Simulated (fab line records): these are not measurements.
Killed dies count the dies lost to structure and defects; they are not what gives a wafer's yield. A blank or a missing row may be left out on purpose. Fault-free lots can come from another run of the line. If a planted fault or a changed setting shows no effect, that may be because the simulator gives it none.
fab line records	flow nand-harc
record lots=6	wafers=18	last-day=25
route steps=1159 shown A_CHANNEL_HOLE_D1@471 END@1159
lots with no fault: from the same line, run without faults
start-h: the number of hours between the record's first day and the start of the first shown wafer of the lot	wait-h: hours since the lot's step before	" as in the row above	L1.1+2: a row that stands for several wafers	- value missing, or start not given	* or withheld: withheld	< > ~ a bound
route shown NAME@n: NAME is a module with steps in the file, n the number in the route of the first one	usual: average and standard deviation across the fault-free wafers	same: alike in all rows	chamber/n: place in a boat	sites: each site's reading	_std_site: how widely they spread, as a standard deviation	_edge_site: the outer-site mean with the inner-site mean subtracted	radius-mm: how far each site lies from the wafer's centre	mask NAME#n: copy n	behind: the most recent tool/chamber to have shaped the wafer	hold: why the lot went on hold/how many hours it stayed there/how the hold came to an end	device: transistor that didn't switch, given as n, p or np	end of line: at the end of the route, the tests of the same wafers	a step given without rows: its recipe and nothing more	killed: at the first sort, the dies lost to defects and structure; wafer yield is something else	map: a wafer's dies, marking killed ones x, the rest . and places with no die _
set.NAME: the setting that was run; set.NAME@STEP: the one run at that earlier step	model.NAME: the simulator's own value behind a step, which no gauge read
lots at selected steps of the route; one table per step, one row per wafer
services: from which hour (start-h, from the record's first day; less than 0 if before it) a tool's chamber was out of use, for how many hours, and why
## steps
# step NHARC_A_CHANNEL_HOLE_D1_ETCH_19
# recipe bias-v=1200	source-w=2500	pressure-mtorr=15	time-s=34.5	ar-flow-sccm=375	c4f8-flow-sccm=28.8	o2-flow-sccm=96.2	temp-c=-20	target-depth-a=*	chemistry=C4F8/O2/Ar
# step NHARC_A_CHANNEL_HOLE_D1_ETCH_20
# recipe bias-v=3000	source-w=withheld	pressure-mtorr=20	time-s=361.9	ar-flow-sccm=375	c4f8-flow-sccm=89.3	o2-flow-sccm=35.7	temp-c=-20	target-depth-a=16000	chemistry=C4F8/O2/Ar
# usual c4f8-flow-sccm=89.30/0.25	chamber-pressure-mTorr=20.003/0.019	drypump-motor-current-A=6.0/0.39	showerhead-plenum-p-Torr=3.83/0.046	temp-c=-20.00/0.11	throttle-valve-pct=32.156/0.0099
lot.wafer	tool	chamber	start-h	wait-h	c4f8-flow-sccm	chamber-pressure-mTorr	drypump-motor-current-A	rf-hours-counter-h	showerhead-plenum-p-Torr	temp-c	throttle-valve-pct
L600.2	har-etch-02	1	189.15	0.1	89.35	19.996	6.2	103	3.87	-20.06	32.149
L600.1	"	0	"	"	89.22	19.985	5.5	103	3.87	-19.98	32.157
L600.5	"	1	"	"	89.26	19.977	6.2	-	3.87	-20.12	32.158
L606.1	har-etch-02	0	232.15	0.1	89.52	19.990	5.5	125	3.86	-20.10	32.151
L606.3	"	1	"	"	89.21	20.004	6.2	-	3.86	-20.00	32.158
L606.6	"	1	"	"	89.64	20.008	6.2	-	3.86	-19.93	32.154
L609.3	har-etch-01	1	257.23	0.2	89.38	20.018	6.2	-	3.81	-19.90	32.160
L609.5	"	0	"	"	89.36	20.011	6.5	-	3.74	-19.89	32.171
L609.6	"	1	"	"	89.46	20.035	6.2	-	3.81	-20.11	32.141
L608.2	har-etch-02	0	259.80	0.1	88.90	19.996	5.5	135	3.86	-20.04	32.159
L608.4	"	1	"	"	89.06	20.003	6.2	-	3.86	-20.01	32.144
L608.5	"	1	"	"	89.45	20.001	6.2	-	3.86	-19.97	32.159
L617.2	har-etch-02	0	292.27	0.1	89.47	20.003	5.5	153	3.85	-19.89	32.148
L617.1	"	1	"	"	89.42	20.044	6.2	153	3.85	-20.08	32.159
L617.3	"	1	"	"	89.53	19.997	6.2	-	3.85	-20.22	32.148
L619.2	har-etch-02	0	319.70	0.1	89.78	19.980	5.5	164	3.84	-19.87	32.153
L619.1	"	1	"	"	89.43	20.003	6.2	164	3.84	-19.95	32.148
L619.6	"	0	"	"	89.43	20.007	5.5	-	3.84	-20.01	32.135
# step NHARC_A_CHANNEL_HOLE_D1_ETCH_21
# recipe bias-v=3000	source-w=withheld	pressure-mtorr=20	time-s=514.3	ar-flow-sccm=375	c4f8-flow-sccm=89.3	o2-flow-sccm=35.7	temp-c=-20	target-depth-a=16000	chemistry=C4F8/O2/Ar
# step NHARC_A_CHANNEL_HOLE_D1_ETCH_22
# recipe bias-v=3000	source-w=withheld	pressure-mtorr=20	time-s=666.7	ar-flow-sccm=375	c4f8-flow-sccm=89.3	o2-flow-sccm=35.7	temp-c=-20	target-depth-a=16000	chemistry=C4F8/O2/Ar
# step NHARC_A_CHANNEL_HOLE_D1_ETCH_23
# recipe bias-v=5000	source-w=withheld	pressure-mtorr=20	time-s=819	ar-flow-sccm=375	c4f8-flow-sccm=89.3	o2-flow-sccm=35.7	temp-c=-20	target-depth-a=16000	chemistry=C4F8/O2/Ar
# usual c4f8-flow-sccm=89.32/0.29	chamber-pressure-mTorr=20.001/0.019	drypump-motor-current-A=6.0/0.39	showerhead-plenum-p-Torr=3.83/0.046	temp-c=-20.02/0.1	throttle-valve-pct=32.157/0.0087
lot.wafer	tool	chamber	start-h	wait-h	c4f8-flow-sccm	chamber-pressure-mTorr	drypump-motor-current-A	rf-hours-counter-h	showerhead-plenum-p-Torr	temp-c	throttle-valve-pct
L600.2	har-etch-02	1	190.48	0.5	88.94	19.969	6.2	104	3.87	-19.98	32.155
L600.1	"	0	"	"	89.71	19.980	5.5	104	3.87	-19.83	32.155
L600.5	"	1	"	"	89.56	19.995	6.2	-	3.87	-19.94	32.156
L606.1	har-etch-02	0	237.82	0.5	89.18	19.993	5.5	127	3.86	-20.04	32.162
L606.3	"	1	"	"	88.78	19.987	6.2	-	3.86	-20.11	32.156
L606.6	"	1	"	"	89.33	19.999	6.2	-	3.86	-19.94	32.159
L609.3	har-etch-01	1	258.72	0.5	89.09	20.010	6.2	-	3.81	-19.91	32.158
L609.5	"	0	"	"	89.48	20.046	6.5	-	3.74	-19.93	32.155
L609.6	"	1	"	"	89.18	20.030	6.2	-	3.81	-19.93	32.134
L608.2	har-etch-02	0	261.19	0.5	88.90	19.993	5.5	136	3.86	-20.07	32.156
L608.4	"	1	"	"	89.33	19.981	6.2	-	3.86	-20.07	32.160
L608.5	"	1	"	"	89.51	20.016	6.2	-	3.86	-20.01	32.157
L617.2	har-etch-02	0	293.60	0.5	89.54	20.022	5.5	155	3.85	-20.04	32.137
L617.1	"	1	"	"	89.60	19.968	6.2	155	3.84	-20.25	32.164
L617.3	"	1	"	"	89.15	19.999	6.2	-	3.85	-20.17	32.148
L619.2	har-etch-02	0	321.02	0.5	89.05	19.998	5.5	166	3.84	-20.05	32.178
L619.1	"	1	"	"	89.30	19.999	6.2	166	3.84	-19.93	32.147
L619.6	"	0	"	"	89.16	19.985	5.5	-	3.84	-20.02	32.142
# step NHARC_A_CHANNEL_HOLE_D1_ETCH_24
# recipe bias-v=5000	source-w=withheld	pressure-mtorr=20	time-s=906.2	ar-flow-sccm=375	c4f8-flow-sccm=93.8	o2-flow-sccm=31.2	temp-c=-20	target-depth-a=15000	chemistry=C4F8/O2/Ar
# step NHARC_A_CHANNEL_HOLE_D1_ETCH_25
# recipe bias-v=5000	source-w=withheld	pressure-mtorr=20	time-s=1040.2	ar-flow-sccm=375	c4f8-flow-sccm=93.8	o2-flow-sccm=31.2	temp-c=-20	target-depth-a=15000	chemistry=C4F8/O2/Ar
# step NHARC_A_CHANNEL_HOLE_D1_ETCH_26
# recipe bias-v=300	source-w=2000	pressure-mtorr=30	time-s=224.1	ar-flow-sccm=375	c4f8-flow-sccm=11.4	o2-flow-sccm=113.6	temp-c=-20	target-depth-a=3000	chemistry=C4F8/O2/Ar
# usual bias-v=300.7/2.8	c4f8-flow-sccm=11.40/0.034	drypump-motor-current-A=6.0/0.39	showerhead-plenum-p-Torr=3.88/0.049	temp-c=-20.00/0.1	throttle-valve-pct=24.585/0.01
lot.wafer	tool	chamber	start-h	wait-h	bias-v	c4f8-flow-sccm	drypump-motor-current-A	rf-hours-counter-h	showerhead-plenum-p-Torr	temp-c	throttle-valve-pct
L600.2	har-etch-02	1	192.84	0.7	299.7	11.42	6.2	106	3.93	-20.07	24.561
L600.1	"	0	"	"	298.7	11.46	5.5	106	3.93	-20.02	24.586
L600.5	"	1	"	"	305.9	11.38	6.2	-	3.93	-19.98	24.569
L606.1	har-etch-02	0	240.18	0.8	299.8	11.38	5.5	129	3.91	-19.83	24.573
L606.3	"	1	"	"	300.1	11.40	6.2	-	3.92	-19.85	24.566
L606.6	"	1	"	"	300.8	11.38	6.2	-	3.91	-19.94	24.592
L609.3	har-etch-01	1	260.80	0.4	296.3	11.39	6.3	-	3.86	-19.97	24.585
L609.5	"	0	"	"	296.7	11.39	6.5	-	3.79	-19.92	24.592
L609.6	"	1	"	"	299.6	11.39	6.3	-	3.86	-19.97	24.583
L608.2	har-etch-02	0	263.46	0.6	300.7	11.42	5.5	138	3.91	-20.13	24.597
L608.4	"	1	"	"	298.4	11.31	6.2	-	3.91	-20.18	24.567
L608.5	"	1	"	"	297.4	11.33	6.2	-	3.91	-20.14	24.586
L617.2	har-etch-02	0	295.94	0.7	301.3	11.40	5.5	157	3.90	-19.92	24.610
L617.1	"	1	"	"	295.6	11.40	6.2	157	3.90	-19.90	24.591
L617.3	"	1	"	"	297.8	11.39	6.2	-	3.90	-19.89	24.586
L619.2	har-etch-02	0	323.38	0.7	296.7	11.44	5.5	168	3.89	-19.91	24.603
L619.1	"	1	"	"	300.2	11.32	6.2	168	3.89	-20.05	24.592
L619.6	"	0	"	"	296.6	11.45	5.5	-	3.89	-20.08	24.588
# step NHARC_A_CHANNEL_HOLE_D1_ETCH_33
# recipe bias-v=400	source-w=2000	pressure-mtorr=25	time-s=90	ar-flow-sccm=375	c4f8-flow-sccm=41.7	o2-flow-sccm=83.3	temp-c=-20	target-depth-a=4000	chemistry=C4F8/O2/Ar
# usual bias-v=400/3.9	c4f8-flow-sccm=41.70/0.12	drypump-motor-current-A=6.0/0.39	showerhead-plenum-p-Torr=3.87/0.048	temp-c=-20.00/0.11	throttle-valve-pct=27.620/0.0083
lot.wafer	tool	chamber	start-h	wait-h	bias-v	c4f8-flow-sccm	drypump-motor-current-A	rf-hours-counter-h	showerhead-plenum-p-Torr	temp-c	throttle-valve-pct
L600.2	har-etch-02	1	193.04	0.2	399	41.50	6.2	107	3.92	-20.11	27.617
L600.1	"	0	"	"	403	41.78	5.5	107	3.92	-19.99	27.615
L600.5	"	1	"	"	402	41.55	6.2	-	3.92	-19.95	27.615
L606.1	har-etch-02	0	240.38	0.2	399	41.75	5.5	129	3.91	-20.04	27.621
L606.3	"	1	"	"	406	41.75	6.2	-	3.90	-20.11	27.629
L606.6	"	1	"	"	401	41.84	6.2	-	3.90	-19.95	27.606
L609.3	har-etch-01	1	261.00	0.2	401	41.60	6.2	-	3.85	-20.07	27.632
L609.5	"	0	"	"	401	41.87	6.5	-	3.78	-19.89	27.624
L609.6	"	1	"	"	401	41.57	6.3	-	3.85	-20.03	27.623
L608.2	har-etch-02	0	263.66	0.2	395	41.73	5.5	139	3.90	-19.99	27.629
L608.4	"	1	"	"	398	41.74	6.2	-	3.90	-19.92	27.621
L608.5	"	1	"	"	402	41.66	6.2	-	3.90	-19.99	27.617
L617.2	har-etch-02	0	296.14	0.2	392	41.56	5.5	157	3.89	-20.01	27.610
L617.1	"	1	"	"	397	41.71	6.2	157	3.89	-20.02	27.621
L617.3	"	1	"	"	394	41.70	6.2	-	3.89	-20.04	27.614
L619.2	har-etch-02	0	323.58	0.2	399	41.95	5.5	168	3.88	-19.94	27.609
L619.1	"	1	"	"	406	41.63	6.2	168	3.88	-20.00	27.618
L619.6	"	0	"	"	402	41.87	5.5	-	3.88	-20.03	27.613
# step NHARC_A_CHANNEL_HOLE_D1_STRIP_41
# recipe n2-flow-sccm=150	h2-flow-sccm=150	ar-flow-sccm=0	bias-w=0	chemistry=N2/H2
# step NHARC_A_CHANNEL_HOLE_D1_STRIP_42
# recipe cf4-flow-sccm=100	chf3-flow-sccm=30	ar-flow-sccm=0	bias-w=0	chemistry=CF4/CHF3
# step NHARC_A_CHANNEL_HOLE_D1_STRIP_43
# recipe o2-flow-sccm=400	cos-flow-sccm=20	ar-flow-sccm=0	bias-w=0	chemistry=O2/COS
# step NHARC_A_CHANNEL_HOLE_D1_ETCH_44
# recipe target-depth-a=1400	overetch-a=140	time-s=77	ion-energy-ev=100	cf4-flow-sccm=80	o2-flow-sccm=20	ar-flow-sccm=0	rf-w=300	bias-w=100	chemistry=CF4/O2
# usual bias-w=99.97/0.3	cf4-flow-sccm=79.97/0.21	drypump-motor-current-A=5.98/0.22	oes-product-au=0.999/0.0082	rf-vpp-V=198.2/1.2	showerhead-plenum-p-Torr=1.35/0.052	throttle-valve-pct=13.397/0.009
lot.wafer	tool	chamber	start-h	wait-h	bias-w	cf4-flow-sccm	drypump-motor-current-A	oes-product-au	rf-hours-counter-h	rf-vpp-V	showerhead-plenum-p-Torr	throttle-valve-pct	model.A_CHANNEL_HOLE_D1.cd-nm
L600.2	rie-diel-03	0	193.78	0.1	100.19	79.75	5.68	1.001	8.1	197.7	1.33	13.398	91.41
L600.1	"	2	"	"	99.62	79.96	5.99	1.009	7.9	198.9	1.37	13.385	91.78
L600.5	"	0	"	"	100.08	79.85	5.68	0.994	-	197.7	1.33	13.391	89.79
L606.3	rie-diel-03	1	241.19	0.1	99.86	79.98	6.15	0.994	1.2	198.8	1.36	13.406	90.27
L606.1	"	2	"	"	100.09	80.27	6.04	0.987	1.2	200.4	1.37	13.410	89.47
L606.6	"	1	"	"	99.41	80.30	6.16	0.997	-	198.8	1.36	13.390	90.34
L609.3	rie-diel-03	2	261.65	0.1	-	-	-	-	-	-	-	-	98.85
L609.6	"	2	"	"	-	-	-	-	-	-	-	-	101
L609.5	"	3	"	"	-	-	-	-	-	-	-	-	99.87
L608.4	rie-diel-03	3	264.38	0.1	-	-	-	-	-	-	-	-	100.4
L608.2	"	0	"	"	-	-	-	-	-	-	-	-	99.16
L608.5	"	3	"	"	-	-	-	-	-	-	-	-	103.5
L617.2	rie-diel-11	1	296.89	0.1	99.80	79.78	6.27	0.999	8.2	195.6	1.28	13.389	87.97
L617.1	"	2	"	"	100.66	80.12	5.91	1.001	5.4	199.3	1.41	13.379	89.77
L617.3	"	3	"	"	99.55	80.03	6.07	0.994	5.9	198.0	1.38	13.391	88.38
L619.2	rie-diel-03	2	324.33	0.1	99.59	80.21	6.07	0.983	6.2	198.8	1.37	13.402	90.89
L619.1	"	3	"	"	100.37	79.96	6.05	0.995	6.3	199.3	1.43	13.384	91.39
L619.6	"	2	"	"	99.56	80.43	6.10	0.997	-	198.5	1.36	13.397	91.24
# step NHARC_A_CHANNEL_HOLE_D1_STRIP_27
# recipe o2-flow-sccm=500	ar-flow-sccm=0	bias-w=0	chemistry=O2
# usual drypump-motor-current-A=5.98/0.23	oes-product-au=0.998/0.0078	rf-vpp-V=58.0/0.97	showerhead-plenum-p-Torr=3.57/0.12	throttle-valve-pct=17.037/0.0096
lot.wafer	tool	chamber	start-h	wait-h	drypump-motor-current-A	oes-product-au	rf-hours-counter-h	rf-vpp-V	showerhead-plenum-p-Torr	throttle-valve-pct
L600.2	rie-diel-03	3	-	-	6.10	0.995	7.0	58.0	3.78	17.027
L600.1	"	0	"	"	5.70	0.998	8.1	58.0	3.51	17.036
L600.5	"	0	"	"	5.68	1.000	-	57.0	3.51	17.022
L606.1	rie-diel-03	3	-	-	6.03	0.998	1.2	58.2	3.77	17.036
L606.3	"	2	"	"	6.04	0.989	1.2	59.1	3.61	17.049
L606.6	"	3	"	"	6.04	0.991	-	57.1	3.77	17.024
L609.3	rie-diel-03	0	261.74	0.1	5.74	0.988	1.0	58.2	3.51	17.044
L609.5	"	0	"	"	5.70	0.993	-	56.6	3.51	17.045
L609.6	"	1	"	"	6.18	1.005	-	57.9	3.60	17.024
L608.4	rie-diel-03	1	264.53	0.1	6.16	1.010	2.7	58.5	3.60	17.043
L608.2	"	3	"	"	6.07	0.993	2.3	58.2	3.77	17.018
L608.5	"	0	"	"	5.67	0.988	-	56.9	3.51	17.055
L617.2	rie-diel-11	3	-	-	6.07	0.989	5.9	59.0	3.64	17.043
L617.1	"	0	"	"	6.06	1.003	7.9	56.6	3.49	17.037
L617.3	"	2	"	"	5.89	1.007	5.4	59.6	3.71	17.028
L619.1	rie-diel-03	1	-	-	6.14	1.000	6.2	57.6	3.60	17.022
L619.2	"	2	"	"	6.08	1.010	6.2	58.1	3.60	17.036
L619.6	"	1	"	"	6.14	1.001	-	57.7	3.60	17.041
# step NHARC_END_SORT_01
# recipe temp-c=25
# usual killed-at-array=27/11	killed-at-other=0.7/0.93	killed-at-periphery=2.9/1.9	killed-dies=30/11	killed-open=3.1/1.7	killed-short=1.9/1.3
# same gross-dies=677
lot.wafer	tool	chamber	start-h	wait-h	hold	killed-at-array	killed-at-other	killed-at-periphery	killed-dies	killed-open	killed-short
L600.1	prober-01	0	436.50	2.5	-	18	1	7	26	4	4
L600.2	prober-01	0	437.31	2.8	-	14	0	1	15	2	0
L600.5	prober-01	0	439.73	3.7	-	14	0	8	22	5	4
L606.1	prober-02	0	488.82	2.5	-	17	2	1	20	2	1
L606.3	prober-02	0	490.43	3.1	-	23	0	2	25	4	2
L606.6	prober-02	0	492.85	4.0	-	26	0	2	28	3	2
L609.3	prober-02	0	508.08	3.1	await-dispo/2.4h/scrap	676	0	1	677	2	0
L609.5	prober-02	0	509.66	3.7	await-dispo/2.4h/scrap	672	1	4	677	1	2
L609.6	prober-02	0	510.44	3.9	await-dispo/2.4h/scrap	675	0	2	677	5	3
L608.2	prober-01	0	523.82	2.8	await-dispo/5.3h/scrap	677	0	0	677	4	2
L608.4	prober-01	0	525.44	3.4	await-dispo/5.3h/scrap	675	0	2	677	5	3
L608.5	prober-01	0	526.25	3.7	await-dispo/5.3h/scrap	675	0	2	677	3	2
L617.1	prober-02	0	567.58	2.5	-	15	0	4	19	4	1
L617.2	prober-02	0	568.37	2.8	-	25	0	3	28	8	2
L617.3	prober-02	0	569.17	3.1	-	19	0	3	22	3	5
L619.1	prober-02	0	598.03	2.5	-	31	0	1	32	4	1
L619.2	prober-02	0	598.82	2.8	-	38	0	4	42	2	3
L619.6	prober-02	0	601.98	3.9	-	38	0	3	41	3	1
# killed by level:class
L600.1 A_WL_FILL:chamber-film-flake=4 P_ZERO_WELL:chamber-film-flake=3 A_STAIRCASE:chamber-film-flake=3 A_CONTACT:chamber-film-flake=3 A_CHANNEL_HOLE_D1:chamber-film-flake=2 P_GATE:geometric-particle:open=1 P_M0:geometric-particle:open=1 A_CHANNEL_HOLE_D1:geometric-particle:short=1
L600.2 A_STAIRCASE:chamber-film-flake=6 A_CHANNEL_HOLE_D1:chamber-film-flake=2 A_SOURCE_PLATE:geometric-particle:open=1 A_CONTACT:geometric-particle:open=1 P_STI:chamber-film-flake=1 A_CHANNEL_FILL_D1:chamber-film-flake=1 A_SLIT:chamber-film-flake=1 A_WL_FILL:chamber-film-flake=1
L600.5 P_ZERO_WELL:chamber-film-flake=5 A_STAIRCASE:chamber-film-flake=3 A_CONTACT:geometric-particle:open=2 A_CHANNEL_HOLE_D1:chamber-film-flake=2 A_CONTACT:chamber-film-flake=2 P_GATE:geometric-particle:short=1 P_M0:geometric-particle:open=1 P_M0:geometric-particle:short=1
L606.1 A_STAIRCASE:chamber-film-flake=6 A_CONTACT:chamber-film-flake=4 A_CHANNEL_HOLE_D1:chamber-film-flake=2 A_SLIT:chamber-film-flake=2 THIN_TSV:chamber-film-flake=2 P_CONTACT:geometric-particle:open=1 A_CHANNEL_FILL_D1:geometric-particle:short=1 A_SGD_CUT:geometric-particle:open=1
L606.3 A_STAIRCASE:chamber-film-flake=8 A_CHANNEL_HOLE_D1:chamber-film-flake=4 A_SLIT:chamber-film-flake=4 A_ONON_D1:geometric-particle:short=2 A_CONTACT:chamber-film-flake=2 P_GATE:geometric-particle:open=1 A_CHANNEL_FILL_D1:geometric-particle:open=1 A_SGD_CUT:geometric-particle:open=1
L606.6 A_STAIRCASE:chamber-film-flake=7 A_CONTACT:chamber-film-flake=7 A_SLIT:chamber-film-flake=5 A_CHANNEL_HOLE_D1:chamber-film-flake=3 A_CHANNEL_FILL_D1:geometric-particle:open=2 P_M2:geometric-particle:short=1 A_WL_FILL:geometric-particle:short=1 A_CONTACT:geometric-particle:open=1
L609.3 A_CHANNEL_HOLE_D1:area-etch=643 A_CHANNEL_HOLE_D1:chamber-film-flake=19 A_SGD_CUT:chamber-film-flake=8 A_CONTACT:chamber-film-flake=2 P_M0:geometric-particle:open=1 A_M0:geometric-particle:open=1 A_ZERO_WELL:chamber-film-flake=1 A_STAIRCASE:chamber-film-flake=1
L609.5 A_CHANNEL_HOLE_D1:area-etch=647 A_CHANNEL_HOLE_D1:chamber-film-flake=15 P_GATE:chamber-film-flake=3 A_CONTACT:chamber-film-flake=3 A_SGD_CUT:chamber-film-flake=2 A_ONON_D1:geometric-particle:open=1 A_ONON_D1:geometric-particle:short=1 A_WL_FILL:geometric-particle:short=1
L609.6 A_CHANNEL_HOLE_D1:area-etch=639 A_CHANNEL_HOLE_D1:chamber-film-flake=21 A_SGD_CUT:chamber-film-flake=4 A_CHANNEL_FILL_D1:geometric-particle:open=2 A_CHANNEL_FILL_D1:geometric-particle:short=2 A_CONTACT:geometric-particle:open=2 A_ZERO_WELL:chamber-film-flake=2 A_CONTACT:chamber-film-flake=2
L608.2 A_CHANNEL_HOLE_D1:area-etch=657 A_CHANNEL_HOLE_D1:chamber-film-flake=5 A_STAIRCASE:chamber-film-flake=4 A_ZERO_WELL:chamber-film-flake=3 A_CONTACT:geometric-particle:open=2 A_CHANNEL_FILL_D1:geometric-particle:short=1 A_WL_FILL:geometric-particle:open=1 A_CONTACT:geometric-particle:short=1
L608.4 A_CHANNEL_HOLE_D1:area-etch=653 A_CHANNEL_HOLE_D1:chamber-film-flake=6 A_ZERO_WELL:chamber-film-flake=3 A_STAIRCASE:chamber-film-flake=3 A_CONTACT:chamber-film-flake=3 A_CHANNEL_FILL_D1:geometric-particle:short=2 P_M0:geometric-particle:open=1 A_ONON_D1:geometric-particle:short=1
L608.5 A_CHANNEL_HOLE_D1:area-etch=652 A_STAIRCASE:chamber-film-flake=9 A_CHANNEL_HOLE_D1:chamber-film-flake=5 A_CHANNEL_FILL_D1:geometric-particle:short=2 P_M1:chamber-film-flake=2 A_ZERO_WELL:chamber-film-flake=2 A_ONON_D1:geometric-particle:open=1 A_CONTACT:geometric-particle:open=1
L617.1 A_CHANNEL_HOLE_D1:chamber-film-flake=5 A_CONTACT:chamber-film-flake=4 A_M0:chamber-film-flake=2 P_GATE:geometric-particle:open=1 P_CONTACT:geometric-particle:open=1 P_M0:geometric-particle:short=1 A_CHANNEL_FILL_D1:geometric-particle:open=1 A_WL_FILL:geometric-particle:open=1
L617.2 A_CHANNEL_HOLE_D1:chamber-film-flake=9 A_CONTACT:chamber-film-flake=4 A_CHANNEL_FILL_D1:geometric-particle:open=2 A_CONTACT:geometric-particle:open=2 P_CONTACT:geometric-particle:open=1 A_SGD_CUT:geometric-particle:open=1 A_WL_FILL:geometric-particle:short=1 A_BLC:geometric-particle:open=1
L617.3 A_CHANNEL_HOLE_D1:chamber-film-flake=3 A_SGD_CUT:chamber-film-flake=3 A_M0:geometric-particle:short=2 P_BONDPAD:chamber-film-flake=2 A_CONTACT:chamber-film-flake=2 A_M0:chamber-film-flake=2 A_ONON_D1:geometric-particle:short=1 A_ONON_D1:geometric-particle:open=1
L619.1 A_SLIT:chamber-film-flake=13 A_CHANNEL_HOLE_D1:chamber-film-flake=7 A_M0:chamber-film-flake=4 A_CONTACT:geometric-particle:open=2 A_ZERO_WELL:chamber-film-flake=2 P_CONTACT:geometric-particle:open=1 A_ONON_D1:geometric-particle:open=1 A_ONON_D1:geometric-particle:short=1
L619.2 A_SLIT:chamber-film-flake=18 A_CONTACT:chamber-film-flake=8 A_CHANNEL_HOLE_D1:chamber-film-flake=4 A_STAIRCASE:chamber-film-flake=3 P_GATE:chamber-film-flake=2 A_M0:chamber-film-flake=2 P_M0:geometric-particle:open=1 P_M0:geometric-particle:short=1
L619.6 A_SLIT:chamber-film-flake=14 A_CHANNEL_HOLE_D1:chamber-film-flake=9 A_M0:chamber-film-flake=6 A_CONTACT:chamber-film-flake=4 P_GATE:chamber-film-flake=2 P_M0:geometric-particle:open=1 A_CHANNEL_FILL_D1:geometric-particle:open=1 A_CHANNEL_FILL_D1:geometric-particle:short=1
# map L608.2 (x killed, . not)
____________x____________
_________xxxxxxx_________
_______xxxxxxxxxxx_______
______xxxxxxxxxxxxx______
_____xxxxxxxxxxxxxxx_____
____xxxxxxxxxxxxxxxxx____
____xxxxxxxxxxxxxxxxx____
___xxxxxxxxxxxxxxxxxxx___
___xxxxxxxxxxxxxxxxxxx___
__xxxxxxxxxxxxxxxxxxxxx__
__xxxxxxxxxxxxxxxxxxxxx__
_xxxxxxxxxxxxxxxxxxxxxxx_
_xxxxxxxxxxxxxxxxxxxxxxx_
_xxxxxxxxxxxxxxxxxxxxxxx_
_xxxxxxxxxxxxxxxxxxxxxxx_
_xxxxxxxxxxxxxxxxxxxxxxx_
xxxxxxxxxxxxxxxxxxxxxxxxx
xxxxxxxxxxxxxxxxxxxxxxxxx
xxxxxxxxxxxxxxxxxxxxxxxxx
xxxxxxxxxxxxxxxxxxxxxxxxx
xxxxxxxxxxxxxxxxxxxxxxxxx
_xxxxxxxxxxxxxxxxxxxxxxx_
_xxxxxxxxxxxxxxxxxxxxxxx_
_xxxxxxxxxxxxxxxxxxxxxxx_
_xxxxxxxxxxxxxxxxxxxxxxx_
_xxxxxxxxxxxxxxxxxxxxxxx_
__xxxxxxxxxxxxxxxxxxxxx__
__xxxxxxxxxxxxxxxxxxxxx__
___xxxxxxxxxxxxxxxxxxx___
___xxxxxxxxxxxxxxxxxxx___
____xxxxxxxxxxxxxxxxx____
____xxxxxxxxxxxxxxxxx____
_____xxxxxxxxxxxxxxx_____
______xxxxxxxxxxxxx______
_______xxxxxxxxxxx_______
_________xxxxxxx_________
____________x____________
# map L609.3 (x killed, . not)
____________x____________
_________xxxxxxx_________
_______xxxxxxxxxxx_______
______xxxxxxxxxxxxx______
_____xxxxxxxxxxxxxxx_____
____xxxxxxxxxxxxxxxxx____
____xxxxxxxxxxxxxxxxx____
___xxxxxxxxxxxxxxxxxxx___
___xxxxxxxxxxxxxxxxxxx___
__xxxxxxxxxxxxxxxxxxxxx__
__xxxxxxxxxxxxxxxxxxxxx__
_xxxxxxxxxxxxxxxxxxxxxxx_
_xxxxxxxxxxxxxxxxxxxxxxx_
_xxxxxxxxxxxxxxxxxxxxxxx_
_xxxxxxxxxxxxxxxxxxxxxxx_
_xxxxxxxxxxxxxxxxxxxxxxx_
xxxxxxxxxxxxxxxxxxxxxxxxx
xxxxxxxxxxxxxxxxxxxxxxxxx
xxxxxxxxxxxxxxxxxxxxxxxxx
xxxxxxxxxxxxxxxxxxxxxxxxx
xxxxxxxxxxxxxxxxxxxxxxxxx
_xxxxxxxxxxxxxxxxxxxxxxx_
_xxxxxxxxxxxxxxxxxxxxxxx_
_xxxxxxxxxxxxxxxxxxxxxxx_
_xxxxxxxxxxxxxxxxxxxxxxx_
_xxxxxxxxxxxxxxxxxxxxxxx_
__xxxxxxxxxxxxxxxxxxxxx__
__xxxxxxxxxxxxxxxxxxxxx__
___xxxxxxxxxxxxxxxxxxx___
___xxxxxxxxxxxxxxxxxxx___
____xxxxxxxxxxxxxxxxx____
____xxxxxxxxxxxxxxxxx____
_____xxxxxxxxxxxxxxx_____
______xxxxxxxxxxxxx______
_______xxxxxxxxxxx_______
_________xxxxxxx_________
____________x____________
## services
tool	chamber	start-h	hours	kind
rie-diel-03	0	169.80	-	clean
rie-diel-03	1	169.80	-	clean
rie-diel-03	2	169.80	-	clean
rie-diel-03	3	169.80	-	clean
rie-diel-11	2	177.64	3.7	repair
rie-diel-11	0	180.25	10.0	repair
rie-diel-11	-	180.76	0.7	repair
rie-diel-11	-	189.59	9.0	pm
rie-diel-03	0	194.33	-	clean
rie-diel-03	1	194.33	-	clean
rie-diel-03	2	194.33	-	clean
rie-diel-03	3	194.33	-	clean
rie-diel-11	3	199.41	2.0	repair
rie-diel-03	-	215.30	9.0	pm
rie-diel-03	0	215.30	9.0	vent-cycle
rie-diel-03	1	215.30	9.0	vent-cycle
rie-diel-03	2	215.30	9.0	vent-cycle
rie-diel-03	3	215.30	9.0	vent-cycle
rie-diel-11	-	226.43	1.0	repair
rie-diel-11	3	228.86	19.9	repair
rie-diel-03	0	230.80	11.2	repair
rie-diel-11	2	244.38	20.7	repair
rie-diel-11	2	269.12	8.3	repair
har-etch-01	-	305.97	17.0	pm
## key
first-sign step=NHARC_A_CHANNEL_HOLE_D1_ETCH_44	reading=tool-record	direction=missing
effect step=NHARC_END_SORT_01	reading=killed-at-array	direction=up	sigmas=59	usual=27	struck=675
model-effect step=NHARC_A_CHANNEL_HOLE_D1_ETCH_44	value=A_CHANNEL_HOLE_D1.cd-nm	without=89.61	struck=100.5
more-kills-born-at NHARC_A_CHANNEL_HOLE_D1_ETCH_44@rie-diel-03=3891
met-at NHARC_A_CHANNEL_HOLE_D1_ETCH_44
struck-wafers L608.2,L608.4,L608.5,L609.3,L609.5,L609.6
later-rows-left-out L608.2,L608.4,L608.5,L609.3,L609.5,L609.6
tester-left-out L608,L609
onset-between 241.19 261.65
fault kind=skipped-step-whole	tool=rie-diel-03	chamber=-	onset-h=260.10	steps=NHARC_A_CHANNEL_HOLE_D1_ETCH_44	scope=struck-lots-only
# tester-left-out: of these lots the tester's yield and bins aren't shown, on N5 and GAA mostly nor the transistor test; their killed dies are dies lost to structure and defects alone, not to doping, threshold or leakage, so they don't give the yield
# later-rows-left-out: the simulator's readings of these wafers behind a module that went badly wrong aren't trusted and aren't shown, but for the sort
